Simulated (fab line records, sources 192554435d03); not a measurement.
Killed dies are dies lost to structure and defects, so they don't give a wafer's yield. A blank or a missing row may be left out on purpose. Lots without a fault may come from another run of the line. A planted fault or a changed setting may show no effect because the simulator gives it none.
A struck lot beside a sound one | flow n5_finfet | 14 steps out of a route of 1938
Sound: wafers L501.2, L501.3, L501.6. Struck: wafers L504.1, L504.5. (L504.6 of the same lot was not struck and is left out.) The cause comes at the end.
At each step with rows: each side's tool, then ch and its chambers, then its first start. Under that, the readings that differ: sound wafers | struck wafers | difference of the means | sigmas: that difference in standard deviations of wafers without a fault.
alike: readings whose means differ by less than 2 such deviations, and words and numbers that are the same on both sides. not compared: withheld readings, readings that some wafer has no value for, bounds like >300 that may hide the same value, and numbers for which the record gives no deviation and whose values overlap.
The two part at a step that has a row with sigmas, a row that says differs or no value, or rows on one side only. Numbers that don't overlap but have no deviation are shown without sigmas and don't part them. A reading that every wafer of one side lacks parts them only if that side has two wafers or more.

N5_BEOL_M13_OCD_MEAS_35:
  sound on ocd-01, day 14 01:26; struck on ocd-02, day 14 21:16
  alike: trench_depth_nm
N5_BEOL_M13_STRIP_37: strips in N2/H2.
  sound on plasma_asher-02 ch 0,1, day 14 01:29; struck on plasma_asher-01 ch 1, day 14 21:19
  alike: drypump_motor_current_A, heater_power_w, oes_product_au, temp_c
  not compared: rf_hours_counter_h
N5_BEOL_M13_ETCH_38: etches SiCN in CF4/N2, target depth 67.5 nm, time 71.9 s.
  sound on rie_diel-06 ch 0,1, day 14 02:19; struck on rie_diel-05 ch 0,1, day 14 22:06
  alike: drypump_motor_current_A, oes_product_au, rf_vpp_V, showerhead_plenum_p_Torr, throttle_valve_pct
  not compared: rf_hours_counter_h
then, 2 steps without rows for these wafers: N5_BEOL_M13_PRECLEAN_39 (cleans in residue remover, time 60 s); N5_BEOL_M13_SRD_40 (time 30 s, dry time 30 s).
N5_BEOL_M13_DEGAS_41: time 60 s.
  sound on pvd_sputter-03, day 14 03:01; struck on pvd_sputter-02, day 14 22:28
  alike: heater_power_w
N5_BEOL_M13_PRE_CLEAN_42: time 30 s.
  sound on pvd_sputter-03, day 14 03:04; struck on pvd_sputter-02, day 14 22:31
  alike: heater_power_w
N5_BEOL_M13_SPUTTER_43: material TaN, target thk 15 nm, time 24.19 s.
  sound on pvd_sputter-03, day 14 03:06; struck on pvd_sputter-02, day 14 22:33
  alike: throttle_valve_pct
then, 4 steps without rows for these wafers: N5_BEOL_M13_SPUTTER_44 (material Ta, target thk 10 nm, time 16.13 s); N5_BEOL_M13_SPUTTER_45 (material Cu, target thk 80 nm, time 13.33 s); N5_BEOL_M13_ECD_47 (material Cu, target thk 936 nm); N5_BEOL_M13_ANNEAL_48 (time 90 s).
N5_BEOL_M13_CMP_49: polishes, stops on SiOC, t overpolish 17.1 s, target thk 420 nm.
  sound on cmp-01 ch 0,3, day 14 04:07; struck on cmp-01 ch 1, day 14 23:19
  reading                      | sound                | struck        | difference | sigmas
  barrier_field_endpoint_s (s) | 29.5 28.9 29.2       | 24.5 24.4     | -4.8       | -5
  head_pressure_psi (psi)      | 1.0005 1.0007 0.9988 | 1.2472 1.2513 | +0.2492    | +99 or more
  alike: motor_current_A, overpolish_run_s, slurry_filter_dp_kPa
N5_PASSIVATION_PROBE_49:
  the record has rows for the sound wafers here (prober-02, day 15 04:43) and none for the struck ones

WHERE THEY PART
First at N5_BEOL_M13_CMP_49; last, within this record, at N5_PASSIVATION_PROBE_49.

WHY: what the simulator had put in
Process parameter drift: cmp-01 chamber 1, from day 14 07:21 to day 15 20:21, at N5_BEOL_M13_CMP_49. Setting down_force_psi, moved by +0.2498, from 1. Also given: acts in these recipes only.
